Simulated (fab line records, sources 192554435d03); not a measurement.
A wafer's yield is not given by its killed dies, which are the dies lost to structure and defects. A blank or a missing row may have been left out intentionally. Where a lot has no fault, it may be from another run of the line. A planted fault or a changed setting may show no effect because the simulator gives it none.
Chamber matching :: flow n5 finfet :: rie diel-03 running N5_MOL_CONTACT_COAG_ETCH_59: 3 sister chambers
The step etches underlayer in N2/H2, target depth 13 nm, time 10.4 s. 3 wafers are shown with their chamber, then 8 later ones without.

WAFERS PAIRED WITH THEIR CHAMBERS
wafer: L085.6
chamber: 0
showerhead plenum p Torr (Torr): 2.62

wafer: L088.3
chamber: 3
showerhead plenum p Torr (Torr): 2.58

wafer: L088.5
chamber: 1
showerhead plenum p Torr (Torr): 2.38

WAFERS WHOSE CHAMBER IS MISSING
wafer: L091.2
showerhead plenum p Torr (Torr): 2.57

wafer: L091.4
showerhead plenum p Torr (Torr): 2.61

wafer: L091.6
showerhead plenum p Torr (Torr): 2.38

wafer: L092.2
showerhead plenum p Torr (Torr): 2.37

wafer: L092.5
showerhead plenum p Torr (Torr): 2.37

wafer: L092.6
showerhead plenum p Torr (Torr): 2.61

wafer: L096.1
showerhead plenum p Torr (Torr): 2.61

wafer: L096.2
showerhead plenum p Torr (Torr): 2.57

THE CHAMBER EACH PASSED THROUGH
wafer: L091.2
from the rows above: 3
in truth: 3

wafer: L091.4
from the rows above: 0
in truth: 0

wafer: L091.6
from the rows above: 1
in truth: 1

wafer: L092.2
from the rows above: 1
in truth: 1

wafer: L092.5
from the rows above: 1
in truth: 1

wafer: L092.6
from the rows above: 0
in truth: 0

wafer: L096.1
from the rows above: 0
in truth: 0

wafer: L096.2
from the rows above: 3
in truth: 3
Correctly placed: 8 of 8. Can't be placed from these rows: 0. Number placed wrongly: 0.
How it was worked out, from the rows above alone: a wafer's distance from a chamber is the root of the sum, over the readings, of the square of ((its reading less the chamber's mean) divided by the reading's scatter). If the next closest chamber is less than 2 further off than the closest, the wafer can't be placed; otherwise it belongs to the closest. A chamber's mean is the mean of its shown wafers. The scatter (one wafer shown for each chamber): square how far every hidden wafer sits from the nearest shown wafer, average those squares and take the square root.
